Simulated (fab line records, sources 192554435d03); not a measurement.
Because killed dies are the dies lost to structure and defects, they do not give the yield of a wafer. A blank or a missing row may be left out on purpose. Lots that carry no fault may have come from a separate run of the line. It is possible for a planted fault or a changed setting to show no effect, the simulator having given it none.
Lot-split experiment + flow n5 finfet + route with 1938 steps; 7 lots, 21 wafers read

== SPLIT DETAILS ==
At N5_BEOL_M1_ETCH_64 (etches SOC in N2/H2, target depth 75 nm, overetch 15 nm, time 112.5 s), the setting bias w was moved away from the recipe's 150 W on 7 of the 21 wafers read, by -13.8% to +16.4%. All remaining wafers had this setting at the recipe value.

Reading taken at the split's own step.

== THE READING ==
rf vpp V, in V, at N5_BEOL_M1_ETCH_64 (etches SOC in N2/H2, target depth 75 nm, overetch 15 nm, time 112.5 s). Fault-free wafers of this fab line usually give 524.3 V, standard deviation 2.9 V.

| wafer  | tool, chamber at the split | bias w as run, W | against the recipe | rf vpp V, V | against lot-mates on the recipe |
|--------|----------------------------|------------------|--------------------|-------------|---------------------------------|
| L075.1 | rie diel-02, 3             | 129.3            | -13.8%             | 477.8       | -42.8                           |
| L075.2 | rie diel-02, 1             | 129.3            | -13.8%             | 481.3       | -39.3                           |
| L075.3 | rie diel-02, 2             | 150              | recipe             | 520.6       | -                               |
| L076.1 | rie diel-02, 2             | 150              | recipe             | 521.7       | -                               |
| L076.3 | rie diel-02, 1             | 150              | recipe             | 529.5       | -                               |
| L076.6 | rie diel-02, 0             | 135.9            | -9.4%              | 494.2       | -31.4                           |
| L080.1 | rie diel-06, 3             | 150              | recipe             | 521.9       | -                               |
| L080.2 | rie diel-06, 1             | 137.7            | -8.2%              | 497.3       | -24.6                           |
| L080.4 | rie diel-06, 0             | 137.7            | -8.2%              | 491.4       | -30.5                           |
| L082.1 | rie diel-05, 3             | 150              | recipe             | 522.6       | -                               |
| L082.3 | rie diel-05, 0             | 150              | recipe             | 522.1       | -                               |
| L082.5 | rie diel-05, 2             | 173.9            | +15.9%             | 577.9       | +55.5                           |
| L088.3 | rie diel-05, 3             | 150              | recipe             | 522.5       | -                               |
| L088.4 | rie diel-05, 1             | 150              | recipe             | 526.7       | -                               |
| L088.6 | rie diel-05, 1             | 150              | recipe             | 527.6       | -                               |
| L094.2 | rie diel-05, 1             | 150              | recipe             | 526.2       | -                               |
| L094.4 | rie diel-05, 3             | 150              | recipe             | 523.2       | -                               |
| L094.6 | rie diel-05, 3             | 150              | recipe             | 524.1       | -                               |
| L096.2 | rie diel-02, 0             | 150              | recipe             | 526.0       | -                               |
| L096.4 | rie diel-02, 2             | 150              | recipe             | 521.1       | -                               |
| L096.6 | rie diel-02, 3             | 174.6            | +16.4%             | 577.3       | +53.8                           |

FIT RESULTS
A straight line over all 21 wafers: rf vpp V changes by +3.31 V for each +1% of bias w; r = +0.99; the points scatter about the line by 2.7 V.
The same after taking each lot's own level away (the mean of its wafers on the recipe; 21 wafers): +3.24 V for each +1%; r = +0.99; scatter 2.6 V.
According to that fit, moving bias w by its largest amount changes the reading by 53 V.
The lots' own levels span 520.60 to 525.60 V, that is 1.7 times the standard deviation above.
The two slopes agree, so the slope changes little with the lot-to-lot level.
Check: with one of the wafers moved furthest among these (+16.4%) left out of the fit, the line predicts +53.6 V for it against its lot-mates. Against them it came out at +53.8 V.
Tool readings at the split's step, against how far the setting was moved: rf vpp V r = +0.99.

== OTHER SPLITS ON THESE WAFERS ==
These wafers also went through other splits before the reading. Each is held against what the fit with the lots' levels taken away leaves over:
| other split on the same wafers            | wafers away from the commonest value | r with rf vpp V (lot level and that fit taken away) |
|-------------------------------------------|--------------------------------------|-----------------------------------------------------|
| N5_MOL_CONTACT_COAG_VIA_ETCH_117 bias w   | 7                                    | +0.15                                               |
| N5_BEOL_M0_SAQP_EXPOSE_11 dose mj         | 10                                   | +0.33                                               |
| N5_BEOL_M0_SAQP_DEVELOP_13 develop time s | 10                                   | +0.03                                               |
| N5_BEOL_M0_CUTY_EXPOSE_54 dose mj         | 6                                    | -0.11                                               |
| N5_BEOL_M1_EXPOSE_08 dose mj              | 5                                    | -0.13                                               |

== THE WHOLE CHAIN: every reading that the file lists as answering this split, in the file's order ==
| step               | what it does                                                          | reading                                                                          | change (the file's fit)              | r (the file's) |
|--------------------|-----------------------------------------------------------------------|----------------------------------------------------------------------------------|--------------------------------------|----------------|
| N5_BEOL_M1_ETCH_64 | etches SOC in N2/H2, target depth 75 nm, overetch 15 nm, time 112.5 s | rf vpp V                                                                         | +3.29 V for each +1% of the setting  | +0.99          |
| N5_BEOL_M1_ETCH_64 | etches SOC in N2/H2, target depth 75 nm, overetch 15 nm, time 112.5 s | SiARC_of_BEOL_M1_COAT_62.thk nm (the simulator's own value, which no gauge read) | -0.07 nm for each +1% of the setting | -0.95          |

== THE FILE'S OWN FIT ==
rf vpp V changes by +3.29 V for each +1% of bias w, r = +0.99.
